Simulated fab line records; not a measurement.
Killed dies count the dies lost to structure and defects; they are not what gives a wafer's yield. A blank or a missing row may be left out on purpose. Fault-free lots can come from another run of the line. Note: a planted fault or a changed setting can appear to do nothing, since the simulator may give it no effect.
fab line records    flow nandHarc
[record] lots = 14  wafers = 42  lastDay = 25
route steps=1159 shown P_GATE@205 P_CONTACT@231 END@1159
lots with no fault: from the same line, run without faults
startH: the number of hours between the record's first day and the start of the first shown wafer of the lot    waitH: time in hours since the lot's previous step    " repeats the value in the row above    L1.1+2: a single row standing in for several wafers    - either no value or no given start    * or withheld: withheld    < > ~ a bound
route shown NAME@n: a module of which the file shows steps, and the number in the route of the first    usual: the fault-free wafers' mean and standard deviation    same: alike in all rows    chamber/n: place in a boat    sites: readings site by site    _std_site: the standard deviation of these    _edge_site: mean of outer sites minus mean of inner sites    radiusMm: how far each site lies from the wafer's centre    mask NAME#n: copy n    behind: tool/chamber where the wafer was last shaped    hold: why the lot was held/for how many hours/how that ended    device: names the non-switching transistor (n, p or np)    end of line: the same wafers' tests at the end of the route    step lacking rows: just its recipe    killed: dies that structure and defects cost at the first sort, which is not the same as the wafer's yield    map: a wafer's dies, x killed, . not, _ none there
set.NAME: the setting the step ran with; set.NAME@STEP: the setting that earlier step ran with    model.NAME: the simulator's own value behind a step, which no gauge read
route steps across a sampled set of lots; one table per step, one row per wafer
services: from which hour (startH, from the record's first day; less than 0 if before it) a tool's chamber was out of use, for how many hours, and why
[[steps]]
[step NHARC_P_GATE_STRIP_95]
[recipe] powerW = 1500  tempC = 250  chemistry = O2
[usual] drypumpMotorCurrentA = 6.0/0.51  heaterPowerW = 334/38
lot.wafer  tool            chamber  startH  waitH  drypumpMotorCurrentA  heaterPowerW  rfHoursCounterH
L172.1     plasmaAsher-02  1        107.34  0.6    6.0                   369           32
L172.6     "               1        "       "      5.9                   357           -
L172.5     "               0        "       "      5.1                   269           -
L173.2     plasmaAsher-01  0        110.58  0.6    6.5                   361           1
L173.3     "               0        "       "      6.5                   358           -
L173.4     "               1        "       "      6.3                   343           -
L174.4     plasmaAsher-02  0        118.48  0.4    5.1                   267           -
L174.3     "               1        "       "      6.0                   353           -
L174.5     "               1        "       "      6.0                   359           -
L176.2     plasmaAsher-01  1        132.25  0.5    6.3                   341           8
L176.5     "               0        "       "      6.5                   373           -
L176.6     "               1        "       "      6.3                   335           -
L177.4     plasmaAsher-02  0        132.53  0.3    5.1                   264           -
L177.6     "               1        "       "      5.9                   352           -
L177.5     "               0        "       "      5.2                   264           -
L179.1     plasmaAsher-01  0        141.52  0.6    6.5                   375           12
L179.3     "               0        "       "      6.5                   365           -
L179.4     "               1        "       "      6.3                   332           -
L180.2     plasmaAsher-01  1        156.47  0.5    6.3                   343           16
L180.6     "               0        "       "      6.5                   369           -
L180.5     "               1        "       "      6.3                   343           -
L182.4     plasmaAsher-01  0        169.32  0.3    6.5                   374           -
L182.6     "               1        "       "      6.3                   348           -
L182.5     "               0        "       "      6.6                   362           -
L183.2     plasmaAsher-01  1        179.01  0.6    6.3                   342           24
L183.3     "               1        "       "      6.3                   341           -
L183.5     "               0        "       "      6.5                   361           -
L184.2     plasmaAsher-02  0        183.27  0.6    5.2                   274           58
L184.1     "               1        "       "      5.9                   358           58
L184.3     "               0        "       "      5.2                   272           -
L187.1     plasmaAsher-02  0        201.33  0.6    5.2                   276           4
L187.2     "               1        "       "      6.0                   365           4
L187.5     "               1        "       "      6.0                   362           -
L190.2     plasmaAsher-02  1        212.80  0.6    5.9                   352           8
L190.3     "               0        "       "      5.1                   274           -
L190.6     "               1        "       "      6.0                   354           -
L194.1     plasmaAsher-02  1        233.74  0.6    6.0                   355           15
L194.2     "               0        "       "      5.1                   274           15
L194.5     "               1        "       "      6.0                   355           -
L195.2     plasmaAsher-02  0        243.81  0.5    5.1                   277           17
L195.3     "               0        "       "      5.1                   272           -
L195.5     "               1        "       "      6.0                   356           -
[step NHARC_P_GATE_RTA_80]
[recipe] tempC = 300  timeS = 30
[usual] wafer_temp_C_max = 301.5/0.57
lot.wafer  tool          chamber  startH  waitH  wafer_temp_C_max
L172.1     rtpAnneal-02  0        108.54  -      301.1
L172.5     "             0        "       "      301.3
L172.6     "             0        "       "      301.4
L173.2     rtpAnneal-02  0        111.77  -      301.5
L173.3     "             0        "       "      301.4
L173.4     "             0        "       "      301.2
L174.3     rtpAnneal-01  0        119.68  -      302.1
L174.4     "             0        "       "      302.1
L174.5     "             0        "       "      302.4
L176.2     rtpAnneal-02  0        133.65  -      300.8
L176.5     "             0        "       "      300.8
L176.6     "             0        "       "      300.9
L177.4     rtpAnneal-02  0        133.87  -      302.4
L177.5     "             0        "       "      301.5
L177.6     "             0        "       "      301.0
L179.1     rtpAnneal-02  0        142.68  -      301.2
L179.3     "             0        "       "      301.2
L179.4     "             0        "       "      300.8
L180.2     rtpAnneal-02  0        157.67  -      301.6
L180.5     "             0        "       "      301.0
L180.6     "             0        "       "      300.8
L182.4     rtpAnneal-01  0        170.55  -      301.5
L182.5     "             0        "       "      302.4
L182.6     "             0        "       "      301.8
L183.2     rtpAnneal-01  0        180.22  -      302.4
L183.3     "             0        "       "      302.2
L183.5     "             0        "       "      302.8
L184.1     rtpAnneal-02  0        184.43  -      301.0
L184.2     "             0        "       "      300.9
L184.3     "             0        "       "      300.7
L187.1     rtpAnneal-01  0        202.49  -      302.8
L187.2     "             0        "       "      302.1
L187.5     "             0        "       "      301.7
L190.2     rtpAnneal-02  0        214.00  -      301.4
L190.3     "             0        "       "      301.1
L190.6     "             0        "       "      300.7
L194.1     rtpAnneal-02  0        234.90  -      301.3
L194.2     "             0        "       "      302.1
L194.5     "             0        "       "      300.8
L195.2     rtpAnneal-01  0        245.10  -      301.7
L195.3     "             0        "       "      301.5
L195.5     "             0        "       "      301.6
[step NHARC_P_GATE_RTA_82]
[recipe] tempC = 450  timeS = 30
[usual] lampPowerPct = 3.8/0.33  wafer_temp_C_max = 452.8/0.79
lot.wafer  tool          chamber  startH  waitH  lampPowerPct  wafer_temp_C_max
L172.1     rtpAnneal-02  0        109.07  -      3.3           452.0
L172.5     "             0        "       "      3.3           451.2
L172.6     "             0        "       "      3.3           452.7
L173.2     rtpAnneal-01  0        112.23  -      4.0           452.9
L173.3     "             0        "       "      4.0           453.6
L173.4     "             0        "       "      4.0           453.3
L174.3     rtpAnneal-02  0        120.14  -      3.3           452.4
L174.4     "             0        "       "      3.3           451.0
L174.5     "             0        "       "      3.3           451.6
L176.2     rtpAnneal-01  0        134.10  -      4.0           452.8
L176.5     "             0        "       "      4.0           453.1
L176.6     "             0        "       "      4.0           452.8
L177.4     rtpAnneal-01  0        134.34  -      4.0           452.6
L177.5     "             0        "       "      4.0           454.5
L177.6     "             0        "       "      4.0           453.0
L179.1     rtpAnneal-01  0        143.14  -      4.0           453.5
L179.3     "             0        "       "      4.0           454.0
L179.4     "             0        "       "      4.0           452.4
L180.2     rtpAnneal-01  0        158.13  -      4.0           453.0
L180.5     "             0        "       "      4.0           453.3
L180.6     "             0        "       "      4.0           453.0
L182.4     rtpAnneal-01  0        171.03  -      4.0           454.2
L182.5     "             0        "       "      4.0           453.4
L182.6     "             0        "       "      4.0           453.6
L183.2     rtpAnneal-01  0        180.68  -      4.0           453.1
L183.3     "             0        "       "      4.0           453.7
L183.5     "             0        "       "      4.0           453.7
L184.1     rtpAnneal-01  0        184.89  -      4.0           452.8
L184.2     "             0        "       "      4.0           453.0
L184.3     "             0        "       "      4.0           453.9
L187.1     rtpAnneal-01  0        202.95  -      4.0           453.5
L187.2     "             0        "       "      4.0           453.2
L187.5     "             0        "       "      4.0           453.7
L190.2     rtpAnneal-01  0        214.46  -      4.0           453.0
L190.3     "             0        "       "      4.0           453.0
L190.6     "             0        "       "      4.0           452.7
L194.1     rtpAnneal-01  0        235.69  -      4.0           453.1
L194.2     "             0        "       "      4.0           453.1
L194.5     "             0        "       "      4.0           453.2
L195.2     rtpAnneal-02  0        245.81  -      3.3           451.7
L195.3     "             0        "       "      3.3           451.8
L195.5     "             0        "       "      3.3           451.8
[step NHARC_P_CONTACT_DEVELOP_11]
[recipe] developTimeS = 35  devTempC = 23
[usual] developerTempC = 22.98/0.11
lot.wafer  tool           chamber  startH  waitH  developerTempC
L172.1     lithoTrack-01  0        110     -      22.93
L172.5     "              0        "       "      23.06
L172.6     "              0        "       "      23.04
L173.2     lithoTrack-01  0        113     -      22.98
L173.3     "              0        "       "      22.73
L173.4     "              0        "       "      23.05
L174.3     lithoTrack-04  0        121     -      23.18
L174.4     "              0        "       "      23.01
L174.5     "              0        "       "      23.13
L176.2     lithoTrack-06  0        135     -      22.92
L176.5     "              0        "       "      22.77
L176.6     "              0        "       "      22.86
L177.4     lithoTrack-01  0        136     -      22.83
L177.5     "              0        "       "      23.00
L177.6     "              0        "       "      22.97
L179.1     lithoTrack-06  0        144     -      23.12
L179.3     "              0        "       "      23.01
L179.4     "              0        "       "      23.04
L180.2     lithoTrack-04  0        160     -      22.85
L180.5     "              0        "       "      22.92
L180.6     "              0        "       "      22.66
L182.4     lithoTrack-01  0        172     -      23.06
L182.5     "              0        "       "      22.87
L182.6     "              0        "       "      23.09
L183.2     lithoTrack-01  0        182     -      22.91
L183.3     "              0        "       "      22.88
L183.5     "              0        "       "      22.99
L184.1     lithoTrack-04  0        186     -      22.95
L184.2     "              0        "       "      22.90
L184.3     "              0        "       "      22.89
L187.1     lithoTrack-01  0        204     -      24.11
L187.2     "              0        "       "      23.98
L187.5     "              0        "       "      23.93
L190.2     lithoTrack-01  0        216     -      23.87
L190.3     "              0        "       "      23.88
L190.6     "              0        "       "      23.92
L194.1     lithoTrack-06  0        237     -      22.89
L194.2     "              0        "       "      23.05
L194.5     "              0        "       "      22.91
L195.2     lithoTrack-06  0        247     -      22.88
L195.3     "              0        "       "      23.05
L195.5     "              0        "       "      22.93
[step NHARC_END_SORT_01]
[recipe] tempC = 25
[usual] killedAtArray = 25/9.7  killedAtOther = 0.7/0.87  killedAtPeriphery = 3.3/2.3  killedDies = 29/11  killedOpen = 3.6/2.1  killedShort = 2.3/1.7
[same] grossDies = 677
lot.wafer  tool       chamber  startH  waitH  killedAtArray  killedAtOther  killedAtPeriphery  killedDies  killedOpen  killedShort
L173.2     prober-02  0        443.03  2.8    29             1              3                  33          3           2
L173.3     prober-02  0        443.83  3.1    25             2              5                  32          5           4
L173.4     prober-02  0        444.64  3.4    28             1              4                  33          3           5
L172.1     prober-01  0        449.96  2.5    27             0              1                  28          6           2
L172.5     prober-01  0        453.19  3.7    16             0              0                  16          5           2
L172.6     prober-01  0        454.00  4.0    19             2              3                  24          3           2
L177.4     prober-02  0        463.26  3.4    6              0              3                  9           1           1
L177.5     prober-02  0        464.07  3.7    12             0              2                  14          4           2
L177.6     prober-02  0        464.88  4.0    6              0              4                  10          2           1
L182.4     prober-02  0        496.36  3.4    30             1              5                  36          1           4
L182.5     prober-02  0        497.16  3.7    30             1              12                 43          5           3
L182.6     prober-02  0        497.96  4.0    36             2              10                 48          3           2
L184.1     prober-01  0        515.90  2.5    15             1              2                  18          0           3
L184.2     prober-01  0        516.70  2.8    16             1              2                  19          4           3
L184.3     prober-01  0        517.50  3.1    21             0              3                  24          8           3
L183.2     prober-02  0        523.12  2.8    19             0              3                  22          3           2
L183.3     prober-02  0        523.93  3.1    23             0              4                  27          3           2
L183.5     prober-02  0        525.55  3.7    22             0              4                  26          1           4
L187.1     prober-02  0        533.15  2.5    30             0              4                  34          2           1
L187.2     prober-02  0        533.95  2.8    37             1              3                  41          2           2
L187.5     prober-02  0        536.36  3.7    32             2              4                  38          5           0
L195.2     prober-01  0        591.14  2.8    34             1              3                  38          1           4
L195.3     prober-01  0        591.93  3.1    45             0              6                  51          2           2
L195.5     prober-01  0        593.53  3.7    36             1              4                  41          3           3
// killed by level:class
L173.2 A_CHANNEL_HOLE_D1:chamberFilmFlake=10 A_SLIT:chamberFilmFlake=8 A_STAIRCASE:chamberFilmFlake=4 A_CONTACT:chamberFilmFlake=3 A_SGD_CUT:geometricParticle:open=2 P_ZERO_WELL:chamberFilmFlake=2 P_CONTACT:geometricParticle:short=1 A_WL_FILL:geometricParticle:open=1
L173.3 A_SLIT:chamberFilmFlake=10 A_CHANNEL_HOLE_D1:chamberFilmFlake=7 A_WL_FILL:geometricParticle:short=2 P_ZERO_WELL:chamberFilmFlake=2 STARTING-WAFER:geometricParticle:open=2 A_STAIRCASE:chamberFilmFlake=2 A_CONTACT:chamberFilmFlake=2 P_CONTACT:geometricParticle:short=1
L173.4 A_CHANNEL_HOLE_D1:chamberFilmFlake=11 A_SLIT:chamberFilmFlake=7 A_CONTACT:chamberFilmFlake=4 A_CHANNEL_FILL_D1:geometricParticle:short=2 P_ZERO_WELL:chamberFilmFlake=2 P_CONTACT:geometricParticle:open=1 P_M0:geometricParticle:open=1 A_CHANNEL_HOLE_D1:geometricParticle:short=1
L172.1 A_SLIT:chamberFilmFlake=10 A_CHANNEL_HOLE_D1:chamberFilmFlake=6 A_CHANNEL_FILL_D1:geometricParticle:open=2 A_CHANNEL_FILL_D1:geometricParticle:short=2 A_CONTACT:chamberFilmFlake=2 P_M0:geometricParticle:open=1 A_ONON_D1:geometricParticle:open=1 A_STAIRCASE:geometricParticle:open=1
L172.5 A_SLIT:chamberFilmFlake=6 A_ONON_D1:geometricParticle:open=1 A_CHANNEL_HOLE_D1:geometricParticle:open=1 A_CHANNEL_FILL_D1:geometricParticle:open=1 A_WL_FILL:geometricParticle:short=1 A_BLC:geometricParticle:open=1 A_M0:geometricParticle:short=1 A_M1:geometricParticle:open=1
L172.6 A_SLIT:chamberFilmFlake=14 A_CONTACT:geometricParticle:open=2 THIN_TSV:chamberFilmFlake=2 P_CONTACT:geometricParticle:open=1 A_ONON_D1:geometricParticle:short=1 A_STAIRCASE:geometricParticle:short=1 P_GATE:chamberFilmFlake=1 P_M2:chamberFilmFlake=1
L177.4 A_CHANNEL_HOLE_D1:chamberFilmFlake=3 P_M0:geometricParticle:open=1 A_SLIT:geometricParticle:short=1 P_ZERO_WELL:chamberFilmFlake=1 P_BONDPAD:chamberFilmFlake=1 A_STAIRCASE:chamberFilmFlake=1 A_SLIT:chamberFilmFlake=1
L177.5 A_CHANNEL_HOLE_D1:chamberFilmFlake=3 P_BONDPAD:chamberFilmFlake=2 A_SOURCE_PLATE:geometricParticle:short=1 A_CHANNEL_FILL_D1:geometricParticle:open=1 A_WL_FILL:geometricParticle:short=1 A_CONTACT:geometricParticle:open=1 A_BLC:geometricParticle:open=1 A_M1:geometricParticle:open=1
L177.6 P_BONDPAD:chamberFilmFlake=2 A_CHANNEL_HOLE_D1:chamberFilmFlake=2 A_CONTACT:chamberFilmFlake=2 P_M0:geometricParticle:open=1 P_M2:geometricParticle:open=1 A_WL_FILL:geometricParticle:short=1 A_WL_FILL:chamberFilmFlake=1
L182.4 A_CHANNEL_HOLE_D1:chamberFilmFlake=13 A_SLIT:chamberFilmFlake=8 A_ONON_D1:geometricParticle:short=2 P_GATE:chamberFilmFlake=2 P_CONTACT:chamberFilmFlake=2 A_WL_FILL:chamberFilmFlake=2 A_BONDPAD:chamberFilmFlake=2 A_WL_FILL:geometricParticle:short=1
L182.5 A_SLIT:chamberFilmFlake=13 A_CHANNEL_HOLE_D1:chamberFilmFlake=8 P_CONTACT:chamberFilmFlake=6 P_M0:geometricParticle:open=2 P_M2:chamberFilmFlake=2 A_CONTACT:chamberFilmFlake=2 P_STI:geometricParticle:short=1 A_ONON_D1:geometricParticle:open=1
L182.6 A_CHANNEL_HOLE_D1:chamberFilmFlake=14 A_SLIT:chamberFilmFlake=12 P_CONTACT:chamberFilmFlake=6 A_CONTACT:chamberFilmFlake=3 A_STAIRCASE:chamberFilmFlake=3 THIN_TSV:chamberFilmFlake=2 P_M0:geometricParticle:short=1 P_M0:geometricParticle:open=1
L184.1 A_CONTACT:chamberFilmFlake=6 A_CHANNEL_HOLE_D1:chamberFilmFlake=3 A_STAIRCASE:chamberFilmFlake=3 P_GATE:geometricParticle:short=1 A_ONON_D1:geometricParticle:short=1 A_WL_FILL:geometricParticle:short=1 P_M2:chamberFilmFlake=1 A_WL_FILL:chamberFilmFlake=1
L184.2 A_CHANNEL_HOLE_D1:chamberFilmFlake=4 A_CONTACT:chamberFilmFlake=3 A_WL_FILL:chamberFilmFlake=2 P_CONTACT:geometricParticle:open=1 A_ONON_D1:geometricParticle:short=1 A_ONON_D1:geometricParticle:open=1 A_CHANNEL_FILL_D1:geometricParticle:short=1 A_STAIRCASE:geometricParticle:open=1
L184.3 A_CONTACT:chamberFilmFlake=7 A_M1:geometricParticle:open=4 A_CHANNEL_HOLE_D1:chamberFilmFlake=4 A_STAIRCASE:chamberFilmFlake=2 P_M0:geometricParticle:open=1 P_M0:geometricParticle:short=1 P_M1:geometricParticle:open=1 A_SGD_CUT:geometricParticle:short=1
L183.2 A_CHANNEL_HOLE_D1:chamberFilmFlake=9 A_CONTACT:chamberFilmFlake=4 A_STAIRCASE:chamberFilmFlake=2 P_M0:geometricParticle:short=1 P_M1:geometricParticle:open=1 A_CHANNEL_FILL_D1:geometricParticle:short=1 A_CONTACT:geometricParticle:open=1 A_BLC:geometricParticle:open=1
L183.3 A_CHANNEL_HOLE_D1:chamberFilmFlake=9 A_CONTACT:chamberFilmFlake=7 A_STAIRCASE:chamberFilmFlake=3 A_BLC:geometricParticle:open=2 P_GATE:chamberFilmFlake=2 P_ZERO_WELL:geometricParticle:short=1 P_M0:geometricParticle:open=1 A_M0:geometricParticle:short=1
L183.5 A_CHANNEL_HOLE_D1:chamberFilmFlake=11 P_GATE:chamberFilmFlake=4 A_STAIRCASE:chamberFilmFlake=4 A_CHANNEL_FILL_D1:geometricParticle:short=2 A_CONTACT:chamberFilmFlake=2 A_SOURCE_PLATE:geometricParticle:short=1 A_M0:geometricParticle:open=1 A_M0:geometricParticle:short=1
L187.1 A_SLIT:chamberFilmFlake=17 A_CHANNEL_HOLE_D1:chamberFilmFlake=6 A_CONTACT:chamberFilmFlake=5 P_CONTACT:geometricParticle:open=1 P_M0:geometricParticle:open=1 A_SGD_CUT:geometricParticle:short=1 P_GATE:chamberFilmFlake=1 P_CONTACT:chamberFilmFlake=1
L187.2 A_SLIT:chamberFilmFlake=22 A_WL_FILL:chamberFilmFlake=4 A_CHANNEL_HOLE_D1:chamberFilmFlake=3 A_STAIRCASE:chamberFilmFlake=3 A_ONON_D1:geometricParticle:short=1 A_CHANNEL_FILL_D1:geometricParticle:short=1 A_CHANNEL_FILL_D1:geometricParticle:open=1 A_M0:geometricParticle:open=1
L187.5 A_SLIT:chamberFilmFlake=13 A_CONTACT:chamberFilmFlake=8 A_CHANNEL_HOLE_D1:chamberFilmFlake=6 P_M2:chamberFilmFlake=2 A_STAIRCASE:chamberFilmFlake=2 P_CONTACT:geometricParticle:open=1 A_CHANNEL_HOLE_D1:geometricParticle:open=1 A_CONTACT:geometricParticle:open=1
L195.2 A_CHANNEL_HOLE_D1:chamberFilmFlake=11 A_SLIT:chamberFilmFlake=11 A_CONTACT:chamberFilmFlake=6 A_SOURCE_PLATE:geometricParticle:short=2 P_M2:chamberFilmFlake=2 P_STI:geometricParticle:short=1 A_WL_FILL:geometricParticle:short=1 A_CONTACT:geometricParticle:open=1
L195.3 A_CHANNEL_HOLE_D1:chamberFilmFlake=17 A_SLIT:chamberFilmFlake=15 A_CONTACT:chamberFilmFlake=7 P_M2:chamberFilmFlake=4 P_CONTACT:geometricParticle:short=1 P_CONTACT:geometricParticle:open=1 A_CHANNEL_FILL_D1:geometricParticle:open=1 A_WL_FILL:geometricParticle:short=1
L195.5 A_CHANNEL_HOLE_D1:chamberFilmFlake=15 A_SLIT:chamberFilmFlake=13 A_CONTACT:chamberFilmFlake=3 P_GATE:geometricParticle:open=1 P_CONTACT:geometricParticle:short=1 A_ONON_D1:geometricParticle:short=1 A_CHANNEL_FILL_D1:geometricParticle:short=1 A_CONTACT:geometricParticle:open=1
[[services]]
tool            chamber  startH  hours  kind
lithoTrack-01   -        93.00   7.0    pm
plasmaAsher-01  -        99.26   9.0    pm
plasmaAsher-01  0        99.26   9.0    ventCycle
plasmaAsher-01  1        99.26   9.0    ventCycle
plasmaAsher-01  0        108.26  -      clean
plasmaAsher-01  1        108.26  -      clean
lithoTrack-06   -        117.00  7.0    pm
lithoTrack-04   -        141.00  7.0    pm
plasmaAsher-02  -        183.34  9.0    pm
plasmaAsher-02  0        183.34  9.0    ventCycle
plasmaAsher-02  1        183.34  9.0    ventCycle
plasmaAsher-02  0        192.34  -      clean
plasmaAsher-02  1        192.34  -      clean
[[key]]
[firstSign] step = NHARC_P_CONTACT_DEVELOP_11  reading = developerTempC  direction = up  sigmas = 8.7  usual = *  struck = *
effect none on later readings
metAt NHARC_P_CONTACT_DEVELOP_11
struckLots L187,L190
testerLeftOut L187,L190
notActingAt NHARC_P_GATE_STRIP_95,NHARC_P_GATE_RTA_80,NHARC_P_GATE_RTA_82
[fault] kind = processParameterDrift  tool = lithoTrack-01  chamber = -  onsetH = 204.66  steps = NHARC_P_CONTACT_DEVELOP_11  channel = devTempC  offset = *  shape = step  endH = 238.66  actsIn = *  stated = *
// testerLeftOut: of these lots the tester's yield and bins aren't shown, on N5 and GAA mostly nor the transistor test; their killed dies are dies lost to structure and defects alone, not to doping, threshold or leakage, so they don't give the yield
